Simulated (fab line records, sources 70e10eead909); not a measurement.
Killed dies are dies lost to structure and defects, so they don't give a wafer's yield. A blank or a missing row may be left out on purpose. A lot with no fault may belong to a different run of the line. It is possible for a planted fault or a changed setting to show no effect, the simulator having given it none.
Problem report in the 8D (eight disciplines) form, filled by code + flow nandHarc + the parts of the form that need people (team, actions taken, sign-off) are left out

== 1. THE PROBLEM ==
Mean of runLengthS at NHARC_A_DECK1_JOINT_ETCHBACK_00: 42.3 s across 2 wafers in 2 lots; on wafers with no fault it is 38.6 s (standard deviation 0.46). Measured from the usual mean, that is +8.0 standard deviations.
The step: etches the open film in HBr, target depth 30 nm, time 17.4 s.
Seen first at day 16 01:00 on rieSi-06, wafer L192.5. The record holds 38 wafers of 14 lots with a number at this step. Rule for "out", or "out of limits": more than 4 standard deviations from the usual mean. All remaining wafers that have a number are taken as sound.

== 2. WHAT THIS IS AND IS NOT ==
| question                    | is                     | is not                                                                                 |
|-----------------------------|------------------------|----------------------------------------------------------------------------------------|
| which readings at this step | runLengthS             | drypumpMotorCurrentA, oesProductAu, throttleValvePct                                   |
| which lots                  | L192, L193             | L181, L182, L184, L185, L186, L188, L190, L191, L196, L202, L203, L204                 |
| which wafers of those lots  | all that have a number | -                                                                                      |
| read on which tools         | rieSi-06               | rieSi-01, rieSi-03                                                                     |
| when                        | from day 16 01:00      | up to then (24 sound wafers); but 12 sound wafers of L196, L202, L203, L204 came after |

== 3. THE SUSPECTS, EACH WITH WHAT RULES IT OUT ==
Counting: a tool stays on the suspect list if, at a process step up to the reading, it processed all lots that are out and no sound lot following the first of them.
- cmp-04 at NHARC_A_CHANNEL_FILL_D1_CMP_10 (polishes, target thk 150 nm): kept. Every lot that is out went through it, starting with L192 (day 15 13:59), and after that it ran no sound lot; the last sound lot it ran before then is L182 (day 11 09:24).
- rieSi-06 at NHARC_A_DECK1_JOINT_ETCHBACK_00 (etches the open film in HBr, target depth 30 nm, time 17.4 s): ruled out as a lasting fault. The sound lots L204 went through it after L192, its earliest lot that is out (day 16 01:00).
Left after counting: cmp-04 at NHARC_A_CHANNEL_FILL_D1_CMP_10.

== 4. THE CAUSE (what the simulator had put in) ==
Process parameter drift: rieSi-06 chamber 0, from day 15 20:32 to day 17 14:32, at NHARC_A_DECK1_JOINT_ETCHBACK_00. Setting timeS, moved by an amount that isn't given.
Counting ruled it out, wrongly.

== 5. THE CHAIN OF EFFECTS, in route order ==
Each row: a reading where the mean over the struck wafers with a number is more than 3 standard deviations away from the usual. Only readings whose record carries a usual standard deviation are examined. hours: median over the lots of the time between each lot's start at the first step of this table that gives one and its start at this step. sigmas: the change, counted in usual standard deviations.
| hours | step                            | reading    | usual  | on struck wafers | change | sigmas |
|-------|---------------------------------|------------|--------|------------------|--------|--------|
| 0     | NHARC_A_DECK1_JOINT_ETCHBACK_00 | runLengthS | 38.6 s | 42.3             | +3.7   | +8.0   |
Process steps it contains:
- NHARC_A_DECK1_JOINT_ETCHBACK_00: etches the open film in HBr, target depth 30 nm, time 17.4 s.
At these later measuring or inspecting steps, every struck wafer for which the step has a row has a number for every such reading, and none has moved that far: NHARC_A_ONON_D2_THK_MEAS_02, NHARC_END_SORT_01.

== 6. WHAT WOULD HAVE CAUGHT IT SOONER ==
4 hours passed between the start of the fault at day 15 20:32 and the first reading out of limits in this record, taken at day 16 01:00.
